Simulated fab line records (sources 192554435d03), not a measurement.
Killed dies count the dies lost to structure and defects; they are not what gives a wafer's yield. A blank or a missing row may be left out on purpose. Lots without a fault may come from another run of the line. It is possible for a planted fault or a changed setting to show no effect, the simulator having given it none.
Which tool did it? | flow n5-finfet | 33 wafers from 11 lots sampled at 5 of the route's 1938 steps

WHAT EACH GAUGE READ, for each wafer
N5_BEOL_M4_RC_MEAS_101.
lot  | measured     | on        | DIBL_N (mV/V)  | DIBL_P (mV/V)  | IOFF_N (nA/um) | IOFF_P (nA/um) | ION_N (uA/um) | ION_P (uA/um) | SS_N (mV/dec)  | SS_P (mV/dec)  | VT_N (mV)   | VT_P (mV)
L535 | day 8 04:59  | prober-02 | 36.6 37.2 34.5 | 37.3 38.7 35.6 | 0.13 0.17 0.12 | 0.17 0.19 0.15 | 652 679 660   | 446 456 444   | 71.1 72.3 70.7 | 72.5 74.0 72.3 | 254 247 255 | -257 -251 -256
L536 | day 8 07:29  | prober-01 | 35.8 33.8 35.6 | 35.9 32.6 34.7 | 0.15 0.11 0.15 | 0.24 0.19 0.22 | 678 659 672   | 477 464 470   | 71.1 70.3 71.3 | 73.3 72.6 72.8 | 249 253 248 | -246 -251 -247
L540 | day 9 08:32  | prober-01 | 37.3 36.5 34.3 | 36.4 34.5 33.2 | 0.17 0.17 0.13 | 0.23 0.20 0.18 | 673 678 668   | 467 459 457   | 71.5 71.8 70.1 | 73.2 72.7 72.1 | 250 247 249 | -247 -249 -250
L541 | day 10 01:50 | prober-02 | 36.2 35.3 37.4 | 36.8 34.3 39.0 | 0.15 0.12 0.18 | 0.20 0.17 0.23 | 654 665 671   | 455 461 458   | 72.1 71.8 71.7 | 73.0 72.3 74.2 | 252 255 248 | -251 -253 -250
L543 | day 10 04:14 | prober-01 | 37.7 35.6 35.2 | 38.2 36.0 35.4 | 0.22 0.17 0.16 | 0.30 0.24 0.24 | 675 685 667   | 464 471 466   | 71.6 71.0 70.4 | 74.1 73.0 73.9 | 245 245 250 | -245 -248 -245
L544 | day 10 08:41 | prober-02 | 37.7 37.3 37.0 | 37.1 38.2 38.0 | 0.17 0.16 0.16 | 0.24 0.26 0.24 | 675 678 682   | 471 471 466   | 71.8 71.5 71.5 | 73.0 74.0 72.8 | 247 248 249 | -246 -245 -246
L548 | day 11 13:42 | prober-02 | 37.5 39.5 37.5 | 39.2 41.9 39.3 | 0.22 0.26 0.20 | 0.26 0.31 0.25 | 680 693 690   | 463 475 472   | 71.8 73.1 71.6 | 74.1 74.5 74.0 | 243 243 245 | -250 -246 -250
L550 | day 12 06:14 | prober-02 | 35.3 41.1 36.6 | 35.2 40.7 37.4 | 0.15 0.29 0.17 | 0.20 0.29 0.23 | 676 699 674   | 465 466 466   | 71.4 73.2 71.1 | 73.8 74.8 73.8 | 248 240 247 | -251 -247 -247
L552 | day 12 09:08 | prober-02 | 34.6 35.1 36.8 | 34.6 35.6 38.2 | 0.12 0.13 0.15 | 0.18 0.19 0.23 | 661 667 679   | 458 461 470   | 71.6 71.1 72.1 | 72.5 72.6 73.9 | 254 254 251 | -253 -250 -250
L555 | day 13 17:14 | prober-02 | 40.5 37.6 38.3 | 38.1 34.2 34.9 | 0.21 0.15 0.16 | 0.27 0.20 0.20 | 666 660 653   | 462 462 457   | 71.8 71.4 71.7 | 73.7 72.6 72.8 | 246 250 251 | -247 -250 -250
L558 | day 15 03:51 | prober-02 | 38.7 36.5 34.7 | 39.5 37.2 35.7 | 0.20 0.16 0.13 | 0.25 0.22 0.20 | 694 679 661   | 469 470 465   | 72.4 72.2 71.4 | 73.6 73.4 72.2 | 244 250 252 | -246 -247 -252

TOOL THAT RAN EACH LOT (tool first, then ch and the chambers of the sampled wafers, then the start)
lot  | N5_BEOL_M2_SURFACE_TREAT_85  | N5_BEOL_M2_ANNEAL_49         | N5_BEOL_M2_ANNEAL_89         | N5_BEOL_M2_SPUTTER_90
L535 | pvd-sputter-03, day 6 20:39  | pvd-sputter-01, day 6 21:51  | pvd-sputter-01, day 6 22:44  | pvd-sputter-01, day 6 22:52
L536 | pvd-sputter-03, day 7 03:02  | pvd-sputter-03, day 7 03:34  | pvd-sputter-03, day 7 04:27  | pvd-sputter-03, day 7 04:35
L540 | pvd-sputter-03, day 8 01:40  | pvd-sputter-03, day 8 03:43  | pvd-sputter-03, day 8 04:36  | pvd-sputter-03, day 8 04:44
L541 | pvd-sputter-02, day 8 19:29  | pvd-sputter-02, day 8 19:47  | pvd-sputter-02, day 8 20:40  | pvd-sputter-02, day 8 20:48
L543 | pvd-sputter-02, day 9 00:10  | pvd-sputter-02, day 9 00:28  | pvd-sputter-02, day 9 01:20  | pvd-sputter-02, day 9 01:29
L544 | pvd-sputter-02, day 9 05:22  | pvd-sputter-03, day 9 07:26  | pvd-sputter-03, day 9 08:19  | pvd-sputter-03, day 9 08:28
L548 | pvd-sputter-01, day 10 13:25 | pvd-sputter-02, day 10 13:45 | pvd-sputter-02, day 10 14:38 | pvd-sputter-02, day 10 14:46
L550 | pvd-sputter-02, day 10 18:46 | pvd-sputter-03, day 10 20:49 | pvd-sputter-03, day 10 21:42 | pvd-sputter-03, day 10 21:50
L552 | pvd-sputter-01, day 11 09:14 | pvd-sputter-01, day 11 09:33 | pvd-sputter-01, day 11 10:26 | pvd-sputter-01, day 11 10:34
L555 | pvd-sputter-03, day 12 05:52 | pvd-sputter-02, day 12 07:53 | pvd-sputter-02, day 12 08:46 | pvd-sputter-02, day 12 08:55
L558 | pvd-sputter-01, day 13 10:37 | pvd-sputter-01, day 13 11:00 | pvd-sputter-01, day 13 11:53 | pvd-sputter-01, day 13 12:01
- N5_BEOL_M2_SURFACE_TREAT_85
- N5_BEOL_M2_ANNEAL_49: time 240 s.
- N5_BEOL_M2_ANNEAL_89: time 240 s.
- N5_BEOL_M2_SPUTTER_90: material Cu, target thk 4.5 nm, time 8.29 s.

AS READ BY THE TOOLS THEMSELVES (means over the sampled wafers that have a number; for cases with no such wafer, the mark the record gives instead)
N5_BEOL_M2_ANNEAL_49.
lot  | tool           | heater-power-w (W)
L535 | pvd-sputter-01 | 769
L536 | pvd-sputter-03 | 758
L540 | pvd-sputter-03 | 757
L541 | pvd-sputter-02 | 863
L543 | pvd-sputter-02 | 924
L544 | pvd-sputter-03 | 758
L548 | pvd-sputter-02 | 832
L550 | pvd-sputter-03 | 720
L552 | pvd-sputter-01 | 872
L555 | pvd-sputter-02 | 773
L558 | pvd-sputter-01 | 716

N5_BEOL_M2_ANNEAL_89.
lot  | tool           | heater-power-w (W)
L535 | pvd-sputter-01 | 784
L536 | pvd-sputter-03 | 768
L540 | pvd-sputter-03 | 750
L541 | pvd-sputter-02 | 884
L543 | pvd-sputter-02 | 912
L544 | pvd-sputter-03 | 762
L548 | pvd-sputter-02 | 850
L550 | pvd-sputter-03 | 710
L552 | pvd-sputter-01 | 882
L555 | pvd-sputter-02 | 780
L558 | pvd-sputter-01 | 708

N5_BEOL_M2_SPUTTER_90.
lot  | tool           | chamber-pressure-pa (Pa) | chuck-gas-flow-sccm (sccm) | throttle-valve-pct (%)
L535 | pvd-sputter-01 | 0.06999                  | 1.31                       | 30.4
L536 | pvd-sputter-03 | 0.07003                  | 1.21                       | 30.7
L540 | pvd-sputter-03 | 0.07012                  | 1.22                       | 29.4
L541 | pvd-sputter-02 | 0.07003                  | 1.23                       | 29.3
L543 | pvd-sputter-02 | 0.07015                  | 1.28                       | 29.0
L544 | pvd-sputter-03 | 0.07004                  | 1.31                       | 29.4
L548 | pvd-sputter-02 | -                        | -                          | -
L550 | pvd-sputter-03 | -                        | -                          | -
L552 | pvd-sputter-01 | 0.07008                  | 1.21                       | 31.3
L555 | pvd-sputter-02 | 0.07011                  | 1.28                       | 29.2
L558 | pvd-sputter-01 | 0.07002                  | 1.22                       | 30.6

THE ANSWER, worked out from the rows above alone
Rule: what is usual is taken from the lots themselves. The widest of any qualifying gaps counts: lots, ordered by their means at a reading, are off when they make up no more than a third of the lots, leave a main group of 4 or more, and stand apart from it by 3 or more times the standard deviation of that group's means. If all means in a main group match to the digits the tables above print for the reading, that group is not used. Also off: a lot with no number at a reading for which 4 or more lots have one. Where the step has rows for the other lots, those lots are counted as sound. First the gauges in route order, then the tools' own readings, where a lot's mean is used as printed above. At the first step where some lot is off, the reading lying furthest off is the one used; lots without a number count as furthest.
Off: L548, L550, at N5_BEOL_M2_SPUTTER_90 (chamber-pressure-pa). Without a number there: L548, L550. Mean 0.07006 Pa and standard deviation 5.1e-05 in the main group.
A tool fits if, at that step or a process step before it, it ran every lot that is off, and no sound lot after the first of them. No candidate that was tried fits.

WHAT THE SIMULATOR HAD INSERTED
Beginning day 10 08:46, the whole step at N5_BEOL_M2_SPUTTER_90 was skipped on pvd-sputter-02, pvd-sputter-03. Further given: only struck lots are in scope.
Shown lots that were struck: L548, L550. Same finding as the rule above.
